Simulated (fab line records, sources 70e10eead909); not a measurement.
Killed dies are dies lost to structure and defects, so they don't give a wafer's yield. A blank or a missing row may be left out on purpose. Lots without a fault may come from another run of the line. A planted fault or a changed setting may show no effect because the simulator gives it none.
fab line records | flow nand_harc
record lots=5 wafers=15 last_day=33
route steps=1302 shown P_M1@287
lots that met no fault: from a run of the same line without faults
start_h: hours from the record's first day to the start of the lot's first wafer shown | wait_h: hours since the lot's step before | " the same as in the row above | L1.1+2: a row that stands for several wafers | - no value, or no start given | * or withheld: withheld | < > ~ a bound
route shown NAME@n: a module of which the file shows steps, and the number in the route of the first | usual: mean/standard deviation of fault-free wafers | same: alike in all rows | chamber/n: place in a boat | sites: the reading at each site | _std_site: their standard deviation | _edge_site: outer sites' mean less inner sites' | radius_mm: how far each site lies from the wafer's centre | mask NAME#n: copy n | behind: the tool/chamber that last shaped the wafer | hold: why the lot was held/for how many hours/how that ended | device: the transistor (n, p or np) that didn't switch | end of line: the same wafers' tests at the end of the route | a step without rows: its recipe alone | killed: dies lost to structure and defects at the first sort, not the wafer's yield | map: a wafer's dies, x killed, . not, _ none there
set.NAME: the setting as run; set.NAME@STEP: as run at that earlier step | model.NAME: the simulator's own value behind a step, which no gauge read
lots at some steps of the route; a table a step, a row a wafer
services: from which hour (start_h, from the record's first day; less than 0 if before it) a tool's chamber was out of use, for how many hours, and why
## steps
# step NHARC_P_M1_HMDS_02
# recipe time_s=30
# step NHARC_P_M1_COAT_34
# recipe temp_c=200 time_s=65
# step NHARC_P_M1_COAT_03
# recipe spin_rpm=1500 resist_thk_nm=90
# step NHARC_P_M1_SOFTBAKE_04
# recipe temp_c=105 time_s=55
# step NHARC_P_M1_EBR_05
# step NHARC_P_M1_EXPOSE_06
# recipe na=1.35 target_cd_nm=130 dose_mj=81.88 mask_id=P_M1
# step NHARC_P_M1_PEB_07
# recipe peb_temp_c=100 peb_time_s=65
# step NHARC_P_M1_DEVELOP_08
# recipe develop_time_s=35 dev_temp_c=23
# step NHARC_P_M1_CD_MEAS_09
# recipe target_cd_nm=130 landing_energy_ev=500
# usual cd_nm=129.8/0.51
# columns lot.wafer tool chamber start_h wait_h cd_nm
L689.2 cd_sem-03 0 191.82 - 129.6
L689.3 " 0 " " 128.9
L689.4 " 0 " " 129.4
L698.1 cd_sem-02 0 285.74 - 128.3
L698.4 " 0 " " 128.8
L698.5 " 0 " " 129.5
L701.1 cd_sem-02 0 314.19 - 129.4
L701.3 " 0 " " 129.4
L701.5 " 0 " " 129.4
L704.2 cd_sem-01 0 351.56 - 130.6
L704.3 " 0 " " 130.3
L704.4 " 0 " " 129.8
L705.1 cd_sem-01 0 359.07 - 129.3
L705.3 " 0 " " 129.1
L705.5 " 0 " " 130.0
# step NHARC_P_M1_OVL_MEAS_10
# recipe pitch_nm=260
# usual overlay_x_nm=-0.3/0.69 overlay_y_nm=0.2/0.66
# columns lot.wafer tool chamber start_h wait_h overlay_x_nm overlay_y_nm
L689.2 overlay-01 - 191.91 - -1.2 0.6
L689.3 " - " " -1.3 0.4
L689.4 " - " " -0.5 0.6
L698.1 overlay-01 - 285.83 - -0.3 -0.6
L698.4 " - " " -0.2 0.1
L698.5 " - " " -0.3 -0.4
L701.1 overlay-01 - 314.27 - 0.0 -0.7
L701.3 " - " " -0.1 -1.0
L701.5 " - " " 0.7 -0.2
L704.2 overlay-01 - 351.64 - -0.1 0.1
L704.3 " - " " 0.0 0.7
L704.4 " - " " -0.5 0.3
L705.1 overlay-02 - 359.16 - 0.6 0.2
L705.3 " - " " 0.5 0.4
L705.5 " - " " 0.6 0.0
# step NHARC_P_M1_INSPECT_11
# usual raw_defect_count=4.3/2.6
# columns lot.wafer tool chamber start_h wait_h raw_defect_count
L689.2 defect_inspect-02 - 191.95 0.0 2
L689.3 " - " " 8
L689.4 " - " " 8
L698.1 defect_inspect-02 - 285.86 0.0 5
L698.4 " - " " 4
L698.5 " - " " 2
L701.1 defect_inspect-02 - 314.31 0.0 5
L701.3 " - " " 3
L701.5 " - " " 3
L704.2 defect_inspect-02 - 351.68 0.0 5
L704.3 " - " " 7
L704.4 " - " " 9
L705.1 defect_inspect-02 - 359.20 0.0 1
L705.3 " - " " 8
L705.5 " - " " 7
# step NHARC_P_M1_DESCUM_14
# recipe time_s=3 o2_flow_sccm=200 ar_flow_sccm=0 bias_power_w=0 chemistry=O2
# usual drypump_motor_current_A=5.8/0.51 mfc_ar_sccm=0.008/0.014 oes_product_au=1.000/0.011 rf_vpp_V=57.7/0.9 showerhead_plenum_p_Torr=1.89/0.099 throttle_valve_pct=11.311/0.0095
# columns lot.wafer tool chamber start_h wait_h drypump_motor_current_A mfc_ar_sccm oes_product_au rf_hours_counter_h rf_vpp_V showerhead_plenum_p_Torr throttle_valve_pct
L689.4 rie_diel-11 3 192.01 0.1 5.3 0 1.011 7.3 56.5 1.79 11.301
L689.3 " 0 " " 4.9 0 1.025 7.2 56.6 1.86 11.324
L689.2 " 1 " " 5.6 0 1.010 7.8 57.2 1.79 11.307
L698.1 rie_diel-10 0 285.93 0.1 5.6 0 0.996 2.7 58.7 2.06 11.308
L698.4 " 2 " " 6.1 0.014 0.982 2.8 56.5 1.87 11.320
L698.5 " 0 " " 5.6 0 0.995 - 57.8 2.06 11.294
L701.3 rie_diel-11 3 314.39 0.1 5.4 0 1.018 4.8 57.0 1.79 11.315
L701.1 " 0 " " 4.9 0 1.013 4.1 57.1 1.86 11.313
L701.5 " 1 " " 5.6 0 1.002 - 56.1 1.79 11.309
L704.3 rie_diel-10 1 351.74 0.1 6.1 0.038 1.007 6.1 57.7 1.82 11.322
L704.2 " 2 " " 6.1 0.014 0.988 6.3 58.7 1.87 11.290
L704.4 " 3 " " 6.3 0 0.993 6.2 57.5 1.97 11.319
L705.3 rie_diel-11 1 359.28 0.1 5.6 0 1.011 6.6 57.3 1.78 11.296
L705.1 " 2 " " 6.6 0 0.996 7.4 58.3 2.02 11.320
L705.5 " 0 " " 4.9 0 1.015 - 57.4 1.85 11.317
# step NHARC_P_M1_ETCH_35
# recipe target_depth_a=400 overetch_a=120 time_s=43.94 ion_energy_ev=200 n2_flow_sccm=150 h2_flow_sccm=150 ar_flow_sccm=0 rf_w=400 bias_w=150 chemistry=N2/H2
# usual drypump_motor_current_A=5.9/0.51 mfc_ar_sccm=0.006/0.012 oes_product_au=1.000/0.0093 rf_vpp_V=430/3.2 run_length_s=65.2/0.55 showerhead_plenum_p_Torr=2.03/0.11 throttle_valve_pct=14.171/0.0093
# columns lot.wafer tool chamber start_h wait_h drypump_motor_current_A mfc_ar_sccm oes_product_au rf_hours_counter_h rf_vpp_V run_length_s showerhead_plenum_p_Torr throttle_valve_pct
L689.3 rie_diel-11 2 192.09 0.1 6.6 0 1.014 8.0 434 64.9 2.16 14.170
L689.2 " 0 " " 4.9 0 1.010 7.2 428 64.6 1.98 14.182
L689.4 " 1 " " 5.6 0 1.002 7.8 426 66.0 1.90 14.176
L698.1 rie_diel-10 0 286.02 0.1 5.6 0 0.997 2.7 435 52.3 2.20 14.162
L698.4 " 2 " " 6.1 0.014 0.992 2.8 429 66.1 1.99 14.168
L698.5 " 0 " " 5.5 0 0.998 - 433 52.0 2.20 14.184
L701.3 rie_diel-11 2 314.47 0.1 6.6 0 1.001 4.5 434 65.0 2.16 14.163
L701.1 " 3 " " 5.3 0 0.994 4.8 424 65.3 1.90 14.168
L701.5 " 0 " " 4.9 0 1.011 - 428 64.5 1.98 14.156
L704.4 rie_diel-10 3 351.82 0.1 6.3 0 1.001 6.2 432 64.6 2.10 14.176
L704.3 " 0 " " 5.6 0 0.985 5.0 434 65.0 2.20 14.173
L704.2 " 1 " " 6.2 0.038 1.006 6.1 428 65.1 1.93 14.178
L705.1 rie_diel-11 2 359.35 0.1 6.6 0 1.008 7.4 433 65.2 2.16 14.169
L705.3 " 3 " " 5.3 0 1.010 7.4 426 64.9 1.90 14.180
L705.5 " 1 " " 5.6 0 1.003 - 425 65.8 1.90 14.162
# step NHARC_P_M1_ETCH_15
# recipe target_depth_a=1825 time_s=91.2 c4f8_flow_sccm=withheld ar_flow_sccm=400 rf_w=600 bias_w=300 chemistry=C4F8/Ar
# usual oes_product_au=0.954/0.021 rf_vpp_V=440/3.2 run_length_s=112.5/0.54
# columns lot.wafer tool chamber start_h wait_h oes_product_au rf_hours_counter_h rf_vpp_V run_length_s
L689.4 rie_diel-11 0 - - 0.940 7.2 440 112.4
L689.2 " 1 " " 0.935 7.9 436 112.8
L689.3 " 2 " " 0.938 8.0 444 112.5
L698.1 rie_diel-10 2 - - 0.974 2.8 440 113.3
L698.4 " 0 " " 0.956 2.7 446 112.5
L698.5 " 2 " " 0.982 - 439 113.6
L701.3 rie_diel-11 0 - - 0.927 4.1 439 112.0
L701.1 " 2 " " 0.929 4.5 444 112.1
L701.5 " 1 " " 0.918 - 437 113.4
L704.2 rie_diel-10 0 - - 0.921 5.1 445 112.3
L704.3 " 1 " " 0.944 6.2 440 112.4
L704.4 " 3 " " 0.935 6.3 442 111.5
L705.3 rie_diel-11 1 - - 0.927 6.7 436 113.1
L705.1 " 3 " " 0.933 7.4 437 112.3
L705.5 " 1 " " 0.929 - 437 113.2
## services
# columns tool chamber start_h hours kind
rie_diel-11 0 186.24 - clean
rie_diel-11 1 186.24 - clean
rie_diel-11 2 186.24 - clean
rie_diel-11 3 186.24 - clean
rie_diel-10 - 189.75 0.5 repair
rie_diel-11 0 210.74 - clean
rie_diel-11 1 210.74 - clean
rie_diel-11 2 210.74 - clean
rie_diel-11 3 210.74 - clean
rie_diel-11 0 235.24 - clean
rie_diel-11 1 235.24 - clean
rie_diel-11 2 235.24 - clean
rie_diel-11 3 235.24 - clean
rie_diel-10 - 242.50 9.0 pm
rie_diel-11 - 256.11 9.0 pm
rie_diel-11 0 256.11 9.0 vent_cycle
rie_diel-11 1 256.11 9.0 vent_cycle
rie_diel-11 2 256.11 9.0 vent_cycle
rie_diel-11 3 256.11 9.0 vent_cycle
rie_diel-11 0 265.11 - clean
rie_diel-11 1 265.11 - clean
rie_diel-10 0 293.94 6.4 repair
rie_diel-11 3 354.03 3.5 repair
rie_diel-10 - 358.68 0.3 repair
## key
first_sign step=NHARC_P_M1_ETCH_35 reading=run_length_s direction=down sigmas=24 usual=* struck=*
effect none on later readings
met_at NHARC_P_M1_ETCH_35
struck_wafers L698.1,L698.5
fault kind=process_parameter_drift tool=rie_diel-10 chamber=0 onset_h=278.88 steps=NHARC_P_M1_ETCH_35 channel=time_s offset=* shape=step end_h=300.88 acts_in=* stated=*
